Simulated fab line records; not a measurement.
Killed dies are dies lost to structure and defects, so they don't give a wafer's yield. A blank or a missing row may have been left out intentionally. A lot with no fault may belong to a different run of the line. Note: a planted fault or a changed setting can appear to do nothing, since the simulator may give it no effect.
What tool caused it?    flow n5Finfet    Sampling: 11 lots, 33 wafers, 4 of 1938 route steps

WHAT EACH GAUGE READ, for each wafer
The record holds no reading of a measuring or inspecting step that can be judged against a usual standard deviation.

EACH LOT AND THE TOOL THAT RAN IT (in order: tool; ch and the chambers of the sampled wafers; start)
lot   N5_BEOL_M15_STRIP_36               N5_BEOL_M15_DEGAS_41         N5_MIM_TOP_ALD_00                N5_MIM_TOP_ALD_01
L578  rieDiel-04 ch 0,1,3, day 12 09:17  pvdSputter-02, day 12 09:59  aldHk-01 ch 0,1,2, day 12 15:31  aldHk-01 ch 0,1,2, day 12 15:00
L581  rieDiel-06 ch 0,2,3, day 12 21:44  pvdSputter-03, day 12 22:18  aldHk-03 ch 0,2,3, day 13 01:13  aldHk-03 ch 0,2,3, day 13 01:00
L582  rieDiel-02 ch 0,1,3, day 13 08:07  pvdSputter-02, day 13 08:29  aldHk-03 ch 1,2, day 13 12:00    aldHk-03 ch 1,2, day 13 12:00
L583  rieDiel-04 ch 0,1,3, day 13 10:29  pvdSputter-01, day 13 11:12  aldHk-03 ch 0,2,3, day 13 14:45  aldHk-03 ch 0,2,3, day 13 14:00
L584  rieDiel-06 ch 0,3, day 13 17:37    pvdSputter-01, day 13 18:35  aldHk-03 ch 0,1,3, day 13 21:47  aldHk-03 ch 0,1,3, day 13 21:00
L585  rieDiel-06 ch 0,2, day 13 21:39    pvdSputter-03, day 13 22:23  aldHk-01 ch 2,3, day 14 01:22    aldHk-01 ch 2,3, day 14 01:00
L592  rieDiel-06 ch 0,1, day 16 20:17    pvdSputter-03, day 16 21:05  aldHk-01 ch 2,3, day 17 01:20    aldHk-01 ch 2,3, day 17 01:00
L593  rieDiel-02 ch 1,3, day 17 04:07    pvdSputter-02, day 17 04:59  aldHk-01 ch 0,1,3, day 17 08:34  aldHk-01 ch 0,1,3, day 17 08:00
L594  rieDiel-02 ch 1,2,3, day 17 05:08  pvdSputter-03, day 17 06:14  aldHk-03 ch 0,2,3, day 17 09:08  aldHk-03 ch 0,2,3, day 17 09:00
L597  rieDiel-04 ch 2,3, day 17 08:29    pvdSputter-03, day 17 09:17  aldHk-03 ch 0,1,2, day 17 12:24  aldHk-03 ch 0,1,2, day 17 12:00
L596  rieDiel-04 ch 0,1,3, day 18 08:07  pvdSputter-01, day 18 10:10  aldHk-01 ch 0,1,3, day 18 13:52  aldHk-01 ch 0,1,3, day 18 13:00
- N5_BEOL_M15_STRIP_36: strips in O2.
- N5_BEOL_M15_DEGAS_41: time 60 s.
- N5_MIM_TOP_ALD_00: deposits Al2O3, purge time 3 s, co reactant pulse time 3 s.
- N5_MIM_TOP_ALD_01: deposits HfO2, target thk 5.6 nm, pulse time 1 s, purge time 3 s.

AS READ BY THE TOOLS THEMSELVES (means over the sampled wafers that have a number; for cases with no such wafer, the mark the record gives instead)
N5_BEOL_M15_STRIP_36.
lot   tool        drypumpMotorCurrentA (A)  oesProductAu (a.u.)  rfVppV (V)  showerheadPlenumPTorr (Torr)  throttleValvePct (%)
L578  rieDiel-04  5.7                       0.73                 4.0         2.08                          16.58
L581  rieDiel-06  5.5                       0.84                 3.3         2.07                          16.68
L582  rieDiel-02  5.6                       0.83                 4.3         2.13                          16.75
L583  rieDiel-04  5.8                       0.72                 3.4         2.07                          16.59
L584  rieDiel-06  5.2                       0.89                 4.5         2.10                          16.51
L585  rieDiel-06  5.7                       0.86                 3.4         2.08                          16.57
L592  rieDiel-06  5.2                       0.85                 3.0         2.11                          16.46
L593  rieDiel-02  5.5                       0.77                 3.3         2.11                          16.67
L594  rieDiel-02  5.6                       0.84                 3.4         2.09                          16.57
L597  rieDiel-04  5.5                       0.69                 3.0         2.14                          16.68
L596  rieDiel-04  5.7                       0.80                 4.1         2.06                          16.55

N5_BEOL_M15_DEGAS_41.
lot   tool           heaterPowerW (W)
L578  pvdSputter-02  459
L581  pvdSputter-03  449
L582  pvdSputter-02  452
L583  pvdSputter-01  511
L584  pvdSputter-01  513
L585  pvdSputter-03  513
L592  pvdSputter-03  474
L593  pvdSputter-02  429
L594  pvdSputter-03  457
L597  pvdSputter-03  485
L596  pvdSputter-01  498

N5_MIM_TOP_ALD_00.
lot   tool      precursorPulseHeightRel
L578  aldHk-01  0.985
L581  aldHk-03  1.001
L582  aldHk-03  1.024
L583  aldHk-03  0.996
L584  aldHk-03  1.001
L585  aldHk-01  0.980
L592  aldHk-01  0.986
L593  aldHk-01  0.984
L594  aldHk-03  1.013
L597  aldHk-03  1.002
L596  aldHk-01  1.010

N5_MIM_TOP_ALD_01.
lot   tool      precursorPulseHeightRel
L578  aldHk-01  0.987
L581  aldHk-03  0.986
L582  aldHk-03  1.016
L583  aldHk-03  1.000
L584  aldHk-03  0.998
L585  aldHk-01  1.009
L592  aldHk-01  0.988
L593  aldHk-01  1.017
L594  aldHk-03  0.996
L597  aldHk-03  0.993
L596  aldHk-01  0.999

THE ANSWER, worked out from the rows above alone
Rule: what is usual is taken from the lots themselves. The widest of any qualifying gaps counts: lots, ordered by their means at a reading, are off when they make up no more than a third of the lots, leave a main group of 4 or more, and stand apart from it by 3 or more times the standard deviation of that group's means. A main group whose means are all the same, to the digits that the tables above print for the reading, isn't used. A lot without any number at a reading at which 4 lots or more have one is off too. The other lots that the step has rows for count as sound. Order of review: gauges by route order, followed by the tools' own readings, for which a lot's mean as printed above is used. At the first step where some lot is off, the reading lying furthest off is the one used; lots without a number count as furthest.
Across all readings shown, no lot is off: no conclusion can be drawn from this.

WHAT THE SIMULATOR HAD INSERTED
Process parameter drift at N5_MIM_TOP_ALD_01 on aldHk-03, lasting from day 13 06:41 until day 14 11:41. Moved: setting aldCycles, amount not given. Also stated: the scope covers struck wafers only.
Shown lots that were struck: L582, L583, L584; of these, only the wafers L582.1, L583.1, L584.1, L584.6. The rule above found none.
